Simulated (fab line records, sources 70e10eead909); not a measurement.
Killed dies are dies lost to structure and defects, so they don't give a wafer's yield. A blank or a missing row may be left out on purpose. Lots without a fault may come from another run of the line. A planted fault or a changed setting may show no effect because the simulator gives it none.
Tool commonality check | flow nand_harc | 14 lots, 42 wafers sampled

WHY IT WAS OPENED
At NHARC_P_M0_CD_MEAS_09 the reading cd_nm is flagged on 2 of 14 lots. Wafers without a fault read 90.2 nm, standard deviation 0.69.
Rule: a lot is flagged when every wafer of it that has a number lies more than 4 standard deviations from that mean, or none has a number. The other lots count as sound.

lot  | measured     | on        | cd_nm (nm), wafer by wafer | flag
L879 | day 6 09:49  | cd_sem-02 | 90.4 90.1 89.9             |
L880 | day 6 14:00  | cd_sem-02 | 90.3 90.1 88.2             |
L882 | day 6 18:52  | cd_sem-01 | 90.6 90.7 90.9             |
L881 | day 6 19:30  | cd_sem-01 | 90.6 90.7 89.5             |
L883 | day 7 04:04  | cd_sem-03 | 89.8 89.2 90.1             |
L885 | day 7 14:43  | cd_sem-03 | 102.2 101.5 101.3          | FLAGGED
L888 | day 7 23:07  | cd_sem-01 | 88.8 89.7 88.6             |
L889 | day 8 02:29  | cd_sem-01 | 101.4 101.5 101.3          | FLAGGED
L891 | day 9 02:34  | cd_sem-02 | 90.4 89.6 90.4             |
L894 | day 9 22:29  | cd_sem-03 | 89.7 89.8 90.1             |
L896 | day 10 02:25 | cd_sem-03 | 89.9 90.2 90.7             |
L897 | day 10 07:01 | cd_sem-03 | 89.4 89.3 89.3             |
L900 | day 11 00:34 | cd_sem-03 | 90.9 90.7 89.8             |
L902 | day 11 12:17 | cd_sem-03 | 90.6 89.7 89.5             |
The numbers of the flagged lots are 101.5 nm on average: +11.3 nm against the usual, or +16 standard deviations.

WHICH TOOL RAN EACH LOT
The record holds 2 process steps before the reading, out of a route of 1159 steps. In each cell: the tool, then ch and the chambers that the sampled wafers went through, then the start.
lot  | flag    | NHARC_P_CONTACT_DESCUM_17          | NHARC_P_M0_PEB_07
L879 |         | rie_diel-11 ch 1,3, day 5 18:32    | litho_track-01 ch 0, day 6 09:44
L880 |         | rie_diel-04 ch 0,1, day 6 01:08    | litho_track-04 ch 0, day 6 13:55
L882 |         | rie_diel-11 ch 1,3, day 6 04:10    | litho_track-01 ch 0, day 6 18:47
L881 |         | rie_diel-11 ch 0,1,2, day 6 07:21  | litho_track-04 ch 0, day 6 19:25
L883 |         | rie_diel-08 ch 0,1,3, day 6 16:56  | litho_track-06 ch 0, day 7 03:59
L885 | FLAGGED | rie_diel-11 ch 0,1, day 7 10:43    | litho_track-04 ch 0, day 7 14:38
L888 |         | rie_diel-11 ch 1,2,3, day 7 17:49  | litho_track-06 ch 0, day 7 23:01
L889 | FLAGGED | rie_diel-11 ch 2,3, day 7 22:22    | litho_track-04 ch 0, day 8 02:25
L891 |         | rie_diel-08 ch 1,2,3, day 8 22:01  | litho_track-01 ch 0, day 9 02:29
L894 |         | rie_diel-11 ch 0,2, day 9 12:23    | litho_track-06 ch 0, day 9 22:25
L896 |         | rie_diel-11 ch 0,3, day 9 19:54    | litho_track-06 ch 0, day 10 02:20
L897 |         | rie_diel-08 ch 1,2,3, day 10 02:47 | litho_track-01 ch 0, day 10 06:56
L900 |         | rie_diel-11 ch 1,2,3, day 10 20:25 | litho_track-01 ch 0, day 11 00:29
L902 |         | rie_diel-11 ch 1,3, day 11 08:25   | litho_track-06 ch 0, day 11 12:13
What these steps do:
- NHARC_P_CONTACT_DESCUM_17: chemistry O2, time 3 s.
- NHARC_P_M0_PEB_07: peb time 65 s.
- NHARC_P_M0_CD_MEAS_09: target cd 90 nm.

FLAGGED OVER TOTAL, TOOL BY TOOL (the gauges that took the reading come last)
step                      | tool           | lots run | flagged | share of the flagged lots | sound lots run after its first flagged lot
NHARC_P_CONTACT_DESCUM_17 | rie_diel-04    | 1        | 0       | none                      | -
NHARC_P_CONTACT_DESCUM_17 | rie_diel-08    | 3        | 0       | none                      | -
NHARC_P_CONTACT_DESCUM_17 | rie_diel-11    | 10       | 2       | all                       | 5 (L888,L894,L896,L900,L902)
NHARC_P_M0_PEB_07         | litho_track-01 | 5        | 0       | none                      | -
NHARC_P_M0_PEB_07         | litho_track-04 | 4        | 2       | all                       | 0
NHARC_P_M0_PEB_07         | litho_track-06 | 5        | 0       | none                      | -
NHARC_P_M0_CD_MEAS_09     | cd_sem-01      | 4        | 1       | some                      | 0
NHARC_P_M0_CD_MEAS_09     | cd_sem-02      | 3        | 0       | none                      | -
NHARC_P_M0_CD_MEAS_09     | cd_sem-03      | 7        | 1       | some                      | 5 (L894,L896,L897,L900,L902)

WHAT THE TABLE ALLOWS
2 rows of the table ran every flagged lot: rie_diel-11 at NHARC_P_CONTACT_DESCUM_17, litho_track-04 at NHARC_P_M0_PEB_07.
- rie_diel-11 at NHARC_P_CONTACT_DESCUM_17: 2 of its 10 lots flagged. Sound lots ran on it after the first flagged one (L888, L894, L896, L900, L902), which a lasting fault on the whole tool wouldn't allow.
- litho_track-04 at NHARC_P_M0_PEB_07: 2 of its 4 lots flagged. Its last sound lot is L881 (day 6 19:25), its first flagged lot L885 (day 7 14:38): a fault that began between those two fits. Its own readings lie more than 4 standard deviations out on every wafer of the flagged lots: heater_power_total_W, plate_temp_C.
One tool is left: litho_track-04 at NHARC_P_M0_PEB_07.

WHAT THE SIMULATOR HAD PUT IN
Process parameter drift: litho_track-04, from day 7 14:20 on, at NHARC_P_M0_PEB_07. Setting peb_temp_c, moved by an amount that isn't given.
Lots struck among those shown: L885, L889. The rule above found the same.
